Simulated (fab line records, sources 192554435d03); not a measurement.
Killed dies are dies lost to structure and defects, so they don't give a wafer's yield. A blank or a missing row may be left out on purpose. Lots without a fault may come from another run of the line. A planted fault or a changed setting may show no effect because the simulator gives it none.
Chamber matching | flow n5_finfet | N5_BEOL_M0_SAQP_PECVD_97 on pecvd-02: 3 sister chambers
The step deposits SiNx from SiH4/NH3/N2, target thk 23 nm, time 19.9 s. 33 wafers are shown with their chamber, then 12 later ones without.

WAFERS WITH THEIR CHAMBER
wafer  | chamber | throttle_valve_pct (%) | showerhead_plenum_p_Torr (Torr) | showerhead_vpp_V (V)
L074.3 | 2       | 36.9                   | 5.09                            | 1062
L074.5 | 2       | 36.7                   | 5.07                            | 1043
L074.6 | 1       | 41.6                   | 5.14                            | 1076
L075.3 | 1       | 41.6                   | 5.14                            | 1052
L075.4 | 0       | 39.0                   | 5.08                            | 1071
L075.6 | 2       | 36.7                   | 5.10                            | 1067
L076.3 | 1       | 41.4                   | 5.14                            | 1059
L076.4 | 0       | 39.1                   | 5.08                            | 1049
L076.6 | 1       | 41.3                   | 5.15                            | 1073
L077.2 | 0       | 39.0                   | 5.08                            | 1081
L077.5 | 2       | 36.8                   | 5.08                            | 1063
L077.6 | 1       | 41.7                   | 5.15                            | 1060
L078.1 | 1       | 41.5                   | 5.14                            | 1051
L078.3 | 2       | 36.5                   | 5.08                            | 1051
L078.6 | 0       | 38.8                   | 5.10                            | 1076
L082.1 | 0       | 39.2                   | 5.09                            | 1080
L082.2 | 1       | 41.6                   | 5.12                            | 1066
L082.3 | 2       | 36.8                   | 5.07                            | 1042
L085.2 | 0       | 39.3                   | 5.08                            | 1083
L085.4 | 2       | 36.9                   | 5.08                            | 1038
L085.5 | 0       | 39.5                   | 5.09                            | 1068
L086.2 | 2       | 36.8                   | 5.08                            | 1053
L086.3 | 0       | 39.4                   | 5.09                            | 1088
L086.5 | 1       | 41.8                   | 5.14                            | 1053
L087.3 | 1       | 41.3                   | 5.14                            | 1055
L087.4 | 0       | 38.9                   | 5.09                            | 1077
L087.5 | 1       | 41.6                   | 5.14                            | 1070
L088.1 | 2       | 36.8                   | 5.08                            | 1047
L088.3 | 1       | 41.8                   | 5.13                            | 1063
L088.5 | 1       | 41.7                   | 5.14                            | 1065
L089.1 | 2       | 36.6                   | 5.07                            | 1056
L089.5 | 2       | 36.8                   | 5.08                            | 1072
L089.6 | 1       | 41.5                   | 5.13                            | 1071

SIGNATURES (means of the wafers above)
reading                  | chamber 0 | chamber 1 | chamber 2 | scatter within a chamber
throttle_valve_pct       | 39.133    | 41.569    | 36.755    | 0.175
showerhead_plenum_p_Torr | 5.0867    | 5.1385    | 5.0800    | 0.0081
showerhead_vpp_V         | 1074.78   | 1062.62   | 1054.00   | 10.2
Rule: a wafer's distance from a chamber is the root of the sum, over the readings, of the square of ((its reading less the chamber's mean) divided by the reading's scatter). The wafer belongs to the nearest chamber; if the next one is less than 2 further off, it can't be placed. The scatter: the root of (the sum of the squares of (reading less its chamber's mean) over the shown wafers, divided by (wafers less chambers)).

WAFERS WITHOUT THEIR CHAMBER
wafer  | throttle_valve_pct (%) | showerhead_plenum_p_Torr (Torr) | showerhead_vpp_V (V)
L091.1 | 39.5                   | 5.10                            | 1073
L091.2 | 36.8                   | 5.08                            | 1061
L091.6 | 39.2                   | 5.08                            | 1072
L092.1 | 39.6                   | 5.09                            | 1065
L092.3 | 36.8                   | 5.08                            | 1040
L092.4 | 36.7                   | 5.09                            | 1053
L095.2 | 39.8                   | 5.09                            | 1074
L095.3 | 36.9                   | 5.08                            | 1036
L095.5 | 41.3                   | 5.14                            | 1083
L097.1 | 41.6                   | 5.15                            | 1053
L097.3 | 36.9                   | 5.08                            | 1063
L097.5 | 36.8                   | 5.07                            | 1046

WHICH CHAMBER EACH WENT THROUGH
wafer  | from the rows above | in truth
L091.1 | 0                   | 0
L091.2 | 2                   | 2
L091.6 | 0                   | 0
L092.1 | 0                   | 0
L092.3 | 2                   | 2
L092.4 | 2                   | 2
L095.2 | 0                   | 0
L095.3 | 2                   | 2
L095.5 | 1                   | 1
L097.1 | 1                   | 1
L097.3 | 2                   | 2
L097.5 | 2                   | 2
Placed correctly: 12 of 12. Can't be placed from these rows: 0. Placed wrongly: 0.
